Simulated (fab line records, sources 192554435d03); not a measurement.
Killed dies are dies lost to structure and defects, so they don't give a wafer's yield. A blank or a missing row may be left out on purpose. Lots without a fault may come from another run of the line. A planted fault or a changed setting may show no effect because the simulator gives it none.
fab line records | flow n5_finfet
record lots=11 wafers=33 last_day=16
route steps=1938 shown SD_EPI_N@280 SD_EPI_P@303 BEOL_M4@1111 PASSIVATION@1936
lots that met no fault: from a run of the same line without faults
start_h: hours from the record's first day to the start of the lot's first wafer shown | wait_h: hours since the lot's step before | " the same as in the row above | L1.1+2: a row that stands for several wafers | - no value, or no start given | * or withheld: withheld | < > ~ a bound
route shown NAME@n: a module of which the file shows steps, and the number in the route of the first | usual: mean/standard deviation of fault-free wafers | same: alike in all rows | chamber/n: place in a boat | sites: the reading at each site | _std_site: their standard deviation | _edge_site: outer sites' mean less inner sites' | radius_mm: how far each site lies from the wafer's centre | mask NAME#n: copy n | behind: the tool/chamber that last shaped the wafer | hold: why the lot was held/for how many hours/how that ended | device: the transistor (n, p or np) that didn't switch | end of line: the same wafers' tests at the end of the route | a step without rows: its recipe alone | killed: dies lost to structure and defects at the first sort, not the wafer's yield | map: a wafer's dies, x killed, . not, _ none there
set.NAME: the setting as run; set.NAME@STEP: as run at that earlier step | model.NAME: the simulator's own value behind a step, which no gauge read
steps of the route over a sample of lots; a table a step, a row a wafer
services: from which hour (start_h, from the record's first day; less than 0 if before it) a tool's chamber was out of use, for how many hours, and why
## steps
# step N5_SD_EPI_N_STRIP_47
# recipe chemistry=CHF3/O2 resist=SiARC rf_frequency_hz=6e+07
# columns lot.wafer tool chamber start_h wait_h
L904.1+2+4 rie_diel-03 1,2,3 52.58 0.0
L908.2+3+5 rie_diel-04 3,0,2 73.93 0.0
L909.1+2+6 rie_diel-01 2,0,1 79.70 0.0
L910.1+2+4 rie_diel-01 1,0,2 89.94 0.0
L911.2+3+6 rie_diel-01 0,2,2 91.47 0.0
L913.1+2+5 rie_diel-04 2,0,0 103.50 0.0
L917.1+4+5 rie_diel-01 0,1,3 128.10 0.0
L918.1+3+6 rie_diel-01 1,3,0 136.16 0.0
L919.3+4+6 rie_diel-01 1,1,0 140.48 0.0
L920.4+5+6 rie_diel-01 3,1,0 144.63 0.0
L921.2+3+5 rie_diel-04 3,2,0 151.17 0.0
# step N5_SD_EPI_N_INSPECT_26
# recipe inspect_instrument=darkfield mode=post_epi
# usual raw_defect_count=195/38
# columns lot.wafer tool chamber start_h wait_h raw_defect_count
L904.1 defect_inspect-02 - 55.88 0.1 205
L904.2 " - " " 236
L904.4 " - " " 179
L908.2 defect_inspect-01 - 77.96 0.1 197
L908.3 " - " " 125
L908.5 " - " " 176
L909.1 defect_inspect-01 - 82.99 0.1 233
L909.2 " - " " 241
L909.6 " - " " 243
L910.1 defect_inspect-02 - 93.97 0.1 134
L910.2 " - " " 123
L910.4 " - " " 173
L911.2 defect_inspect-01 - 94.78 0.2 198
L911.3 " - " " 228
L911.6 " - " " 241
L913.1 defect_inspect-02 - 106.79 0.1 195
L913.2 " - " " 201
L913.5 " - " " 216
L917.1 defect_inspect-01 - 132.20 0.1 192
L917.4 " - " " 147
L917.5 " - " " 216
L918.1 defect_inspect-01 - 140.19 0.1 148
L918.3 " - " " 118
L918.6 " - " " 180
L919.3 defect_inspect-02 - 144.51 0.1 242
L919.4 " - " " 207
L919.6 " - " " 192
L920.4 defect_inspect-01 - 148.85 0.1 6044
L920.5 " - " " 5924
L920.6 " - " " 6096
L921.2 defect_inspect-01 - 154.48 0.1 6074
L921.3 " - " " 5932
L921.5 " - " " 5973
# step N5_SD_EPI_P_CD_MEAS_09
# recipe target_cd_nm=240 landing_energy_ev=500 detector=se_inlens
# usual cd_nm=238.9/0.98
# columns lot.wafer tool chamber start_h wait_h cd_nm
L904.1 cd_sem-02 0 56.15 - 238.8
L904.2 " 0 " " 238.1
L904.4 " 0 " " 239.5
L908.2 cd_sem-01 0 78.37 - 240.7
L908.3 " 0 " " 239.3
L908.5 " 0 " " 238.4
L909.1 cd_sem-03 0 83.39 - 239.4
L909.2 " 0 " " 237.9
L909.6 " 0 " " 239.1
L910.1 cd_sem-01 0 94.24 - 239.4
L910.2 " 0 " " 238.6
L910.4 " 0 " " 239.9
L911.2 cd_sem-01 0 95.18 - 240.1
L911.3 " 0 " " 239.2
L911.6 " 0 " " 238.9
L913.1 cd_sem-02 0 107.06 - 239.0
L913.2 " 0 " " 238.2
L913.5 " 0 " " 239.3
L917.1 cd_sem-02 0 132.48 - 239.5
L917.4 " 0 " " 237.7
L917.5 " 0 " " 238.8
L918.1 cd_sem-03 0 140.46 - 237.7
L918.3 " 0 " " 236.6
L918.6 " 0 " " 236.8
L919.3 cd_sem-02 0 144.79 - 238.9
L919.4 " 0 " " 239.5
L919.6 " 0 " " 239.2
# step N5_SD_EPI_P_OVL_MEAS_10
# recipe points_per_wafer=44
# usual SD_P_BLK_OVL=0.4/0.84
# columns lot.wafer tool chamber start_h wait_h SD_P_BLK_OVL[nm]
L904.1 overlay-01 0 56.18 0.0 -1.1
L904.2 " 0 " " 0.0
L904.4 " 0 " " 1.0
L908.2 overlay-01 0 78.40 0.0 -0.1
L908.3 " 0 " " -1.5
L908.5 " 0 " " 0.4
L909.1 overlay-01 0 83.42 0.0 0.2
L909.2 " 0 " " 0.9
L909.6 " 0 " " -0.7
L910.1 overlay-01 0 94.27 0.0 0.1
L910.2 " 0 " " 0.8
L910.4 " 0 " " -0.1
L911.2 overlay-01 0 95.21 0.0 0.7
L911.3 " 0 " " 0.2
L911.6 " 0 " " 0.5
L913.1 overlay-01 0 107.09 0.0 0.0
L913.2 " 0 " " -0.1
L913.5 " 0 " " -0.7
L917.1 overlay-02 0 132.51 0.0 1.0
L917.4 " 0 " " -1.5
L917.5 " 0 " " 0.4
L918.1 overlay-01 0 140.50 0.0 0.3
L918.3 " 0 " " -0.1
L918.6 " 0 " " -0.4
L919.3 overlay-01 0 144.82 0.0 1.5
L919.4 " 0 " " 0.1
L919.6 " 0 " " 0.1
# step N5_BEOL_M4_RC_MEAS_101
# usual DIBL_N=36.7/2.4 DIBL_P=37.4/2.9 IOFF_N=0.18/0.05 IOFF_P=0.23/0.058 ION_N=683/16 ION_P=467/11 SS_N=71.7/0.77 SS_P=73.5/0.87 VT_N=249/4.3 VT_P=-250/4.4
# columns lot.wafer tool chamber start_h wait_h DIBL_N[mV/V] DIBL_P[mV/V] IOFF_N[nA/um] IOFF_P[nA/um] ION_N[uA/um] ION_P[uA/um] SS_N[mV/dec] SS_P[mV/dec] VT_N[mV] VT_P[mV]
L904.1 prober-01 0 157.25 0.8 38.7 41.7 0.22 0.29 691 467 72.6 75.5 244 -248
L904.2 " 0 " " 35.2 37.8 0.16 0.22 671 461 71.3 73.5 251 -251
L904.4 " 0 " " 33.1 33.2 0.11 0.14 657 456 71.1 72.6 254 -257
L908.2 prober-01 0 190.50 0.2 37.9 36.9 0.17 0.20 657 450 72.0 73.5 251 -251
L908.3 " 0 " " 33.1 32.0 0.11 0.14 679 458 71.3 71.7 252 -257
L908.5 " 0 " " 34.5 32.7 0.12 0.14 660 447 70.7 72.0 257 -256
L909.1 prober-01 0 195.96 0.0 36.8 38.4 0.15 0.23 665 467 71.2 74.1 253 -250
L909.2 " 0 " " 39.4 42.4 0.25 0.32 709 489 73.4 74.4 245 -246
L909.6 " 0 " " 35.4 37.2 0.14 0.21 668 464 71.2 74.1 254 -254
L910.1 prober-01 0 201.04 0.0 36.1 36.6 0.17 0.26 687 481 71.3 73.1 246 -246
L910.2 " 0 " " 37.2 36.7 0.17 0.24 664 454 72.0 73.6 249 -246
L910.4 " 0 " " 36.5 36.5 0.17 0.24 688 474 71.9 73.3 249 -248
L911.2 prober-02 0 202.94 0.2 32.5 34.2 0.14 0.19 686 485 69.9 72.6 249 -249
L911.3 " 0 " " 34.6 35.3 0.14 0.19 671 463 71.3 73.1 252 -250
L911.6 " 0 " " 34.8 36.9 0.16 0.23 694 486 70.7 73.0 247 -247
L913.1 prober-01 0 216.10 0.0 38.4 38.5 0.19 0.28 692 482 72.2 74.2 249 -246
L913.2 " 0 " " 38.5 38.8 0.21 0.29 703 484 72.1 73.7 245 -246
L913.5 " 0 " " 37.4 36.5 0.18 0.26 680 470 72.1 73.5 245 -246
L917.1 prober-01 0 244.39 0.0 39.9 40.6 0.24 0.30 686 472 72.7 74.0 245 -245
L917.4 " 0 " " 40.1 41.1 0.24 0.30 701 468 73.2 74.5 249 -246
L917.5 " 0 " " 38.0 40.3 0.19 0.28 673 465 71.8 74.7 247 -243
L918.1 prober-02 0 251.41 0.0 40.2 40.8 0.23 0.29 690 473 73.1 74.3 243 -246
L918.3 " 0 " " 36.4 36.5 0.16 0.22 691 476 71.3 72.9 247 -249
L918.6 " 0 " " 40.9 42.7 0.29 0.33 711 480 72.8 74.5 238 -242
L919.3 prober-01 0 251.78 0.3 35.1 35.5 0.17 0.21 667 459 71.8 73.4 250 -249
L919.4 " 0 " " 35.5 35.2 0.16 0.20 662 451 71.6 72.3 251 -251
L919.6 " 0 " " 36.0 37.2 0.18 0.22 672 461 72.4 73.4 250 -250
# step N5_PASSIVATION_PROBE_49
# usual defect_limited_yield=91.4/1.6 killed_at_M0_to_M3=31/11 killed_at_M4_up=14/5.7 killed_at_contacts=12/6 killed_at_front_end=41/13 killed_at_other=3.3/2.8 killed_dies=101/19 killed_on_rim=13/3.9 killed_open=67/14 killed_short=33/8.2 sort_bin_4_leakage=0.0/0.37 sort_bin_5_function=5.0/1.1 sort_bin_6_memory=3.3/0.74 sort_n_pass=1078/20 sort_yield_pct=91.3/1.7
# same gross_dies=1180 killed_at_back_side=0 sort_bin_8_speed[%]=0
# columns lot.wafer tool chamber start_h wait_h defect_limited_yield[%] killed_at_M0_to_M3 killed_at_M4_up killed_at_contacts killed_at_front_end killed_at_other killed_dies killed_on_rim killed_open killed_short sort_bin_4_leakage[%] sort_bin_5_function[%] sort_bin_6_memory[%] sort_n_pass sort_yield_pct[%]
L911.2 prober-01 - 305.75 0.1 89.2 24 20 12 67 4 127 14 89 37 0 6.2 4.2 1053 89.2
L911.3 prober-01 - 305.80 0.1 89.3 31 9 15 71 0 126 12 91 33 0 6.1 4.2 1054 89.3
L911.6 prober-01 - 305.95 0.3 91.3 33 19 14 33 4 103 13 64 38 0 5.4 3.1 1077 91.3
L920.4 prober-02 - 368.53 0.2 2.2 20 5 8 1119 2 1154 143 39 22 0 95.6 1.9 26 2.2
L920.5 prober-02 - 368.58 0.2 0 35 19 31 1094 1 1180 152 71 36 0 96.4 3.4 0 0
L920.6 prober-02 - 368.63 0.3 7.3 48 35 15 996 0 1094 129 89 38 0 89.0 3.5 86 7.3
L921.2 prober-01 - 371.98 0.1 11.4 42 13 6 981 3 1045 127 76 44 0 84.5 3.7 135 11.4
L921.3 prober-01 - 372.03 0.1 27.2 56 15 9 779 0 859 103 88 25 0 68.1 4.4 321 27.2
L921.5 prober-01 - 372.13 0.2 0 29 9 9 1131 2 1180 152 79 25 0 96.3 3.4 0 0
# killed by level:class
L911.2 STI_FIN_REVEAL:geometric_particle:open=20 FIN_SAQP:geometric_particle:open=18 BEOL_M4:geometric_particle:open=14 FIN_SAQP:geometric_particle:short=11 MOL_CONTACT_COAG:geometric_particle:open=10 BEOL_M0_SAQP:geometric_particle:open=7 BEOL_M0_SAQP:geometric_particle:short=6 GATE_CUT:geometric_particle:short=5
L911.3 FIN_SAQP:geometric_particle:open=25 FIN_SAQP:geometric_particle:short=18 MOL_CONTACT_COAG:geometric_particle:open=14 BEOL_M0_SAQP:geometric_particle:open=11 STI_FIN_REVEAL:geometric_particle:open=10 BEOL_M0_SAQP:geometric_particle:short=8 DUMMY_GATE:geometric_particle:open=6 BEOL_M4:geometric_particle:open=5
L911.6 FIN_SAQP:geometric_particle:open=10 FIN_SAQP:geometric_particle:short=10 MOL_CONTACT_COAG:geometric_particle:open=10 BEOL_M0_SAQP:geometric_particle:open=9 BEOL_M0_SAQP:geometric_particle:short=8 BEOL_M3:geometric_particle:open=6 BEOL_M4:geometric_particle:open=6 STI_FIN_REVEAL:geometric_particle:open=4
L920.4 SD_EPI_N:area_epi=1092 MOL_CONTACT_COAG:geometric_particle:open=7 FIN_SAQP:geometric_particle:short=5 BEOL_M0_SAQP:geometric_particle:open=5 BEOL_M3:geometric_particle:open=5 STI_FIN_REVEAL:geometric_particle:open=4 STARTING-WAFER:geometric_particle:open=4 BEOL_M2:geometric_particle:open=3
L920.5 SD_EPI_N:area_epi=1071 MOL_CONTACT_COAG:geometric_particle:open=23 MOL_CONTACT_COAG:geometric_particle:short=8 BEOL_M0_SAQP:geometric_particle:open=8 BEOL_M4:geometric_particle:open=8 BEOL_M0_SAQP:geometric_particle:short=7 FIN_SAQP:geometric_particle:open=4 FIN_SAQP:geometric_particle:short=4
L920.6 SD_EPI_N:area_epi=967 BEOL_M4:geometric_particle:open=15 BEOL_M2:geometric_particle:open=13 MOL_CONTACT_COAG:geometric_particle:open=11 FIN_SAQP:geometric_particle:short=9 BEOL_M0_SAQP:geometric_particle:short=9 BEOL_M0_SAQP:geometric_particle:open=8 BEOL_M1:geometric_particle:open=7
L921.2 SD_EPI_N:area_epi=924 FIN_SAQP:geometric_particle:open=15 BEOL_M0_SAQP:geometric_particle:open=12 STI_FIN_REVEAL:geometric_particle:open=9 BEOL_M0_SAQP:geometric_particle:short=9 FIN_SAQP:geometric_particle:short=8 BEOL_M1:geometric_particle:open=8 BEOL_M4:geometric_particle:open=7
L921.3 SD_EPI_N:area_epi=742 BEOL_M3:geometric_particle:open=16 BEOL_M1:geometric_particle:open=14 STI_FIN_REVEAL:geometric_particle:open=12 FIN_SAQP:geometric_particle:open=8 BEOL_M0_SAQP:geometric_particle:open=8 BEOL_M4:geometric_particle:open=7 MOL_CONTACT_COAG:geometric_particle:open=6
L921.5 SD_EPI_N:area_epi=1075 STI_FIN_REVEAL:geometric_particle:open=13 BEOL_M3:geometric_particle:open=11 FIN_SAQP:geometric_particle:open=10 FIN_SAQP:geometric_particle:short=9 BEOL_M2:geometric_particle:open=9 MOL_CONTACT_COAG:geometric_particle:open=7 DUMMY_GATE:geometric_particle:open=6
## services
# columns tool chamber start_h hours kind
rie_diel-04 3 36.00 5.1 repair
rie_diel-04 0 48.31 - clean
rie_diel-04 0 48.31 - consumable_replace:focus_ring
rie_diel-04 0 48.31 - consumable_replace:showerhead
rie_diel-04 0 48.31 23.4 scheduled_down
rie_diel-04 0 48.31 23.4 vent_cycle
rie_diel-03 3 53.73 7.9 repair
rie_diel-04 1 71.81 - clean
rie_diel-04 1 71.81 - consumable_replace:focus_ring
rie_diel-04 1 71.81 14.5 scheduled_down
rie_diel-04 1 71.81 14.5 vent_cycle
rie_diel-01 1 119.12 7.1 repair
rie_diel-01 2 133.21 - clean
rie_diel-01 2 133.21 - consumable_replace:focus_ring
rie_diel-01 2 133.21 - consumable_replace:showerhead
rie_diel-01 2 133.21 16.2 scheduled_down
rie_diel-01 2 133.21 16.2 vent_cycle
## key
first_sign step=N5_SD_EPI_N_INSPECT_26 reading=raw_defect_count direction=up sigmas=99+ usual=195 struck=6007
effect step=N5_PASSIVATION_PROBE_49 reading=sort_bin_5_function direction=up sigmas=79 usual=5.0 struck=88.3
more_kills_born_at N5_SD_EPI_N_EPI_21@epi_rpcvd-02=5871
met_at N5_SD_EPI_N_STRIP_47
struck_lots L920,L921
later_rows_left_out L920.4,L920.5,L920.6,L921.2,L921.3,L921.5
not_acting_at N5_SD_EPI_P_CD_MEAS_09,N5_SD_EPI_P_OVL_MEAS_10
onset_between 140.48 144.63
also_fits time
fault kind=skipped_step_whole tool=rie_diel-01,rie_diel-04 chamber=- onset_h=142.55 steps=N5_SD_EPI_N_STRIP_47 scope=struck_lots_only
# later_rows_left_out: the simulator's readings of these wafers behind a module that went badly wrong aren't trusted and aren't shown, but for the sort
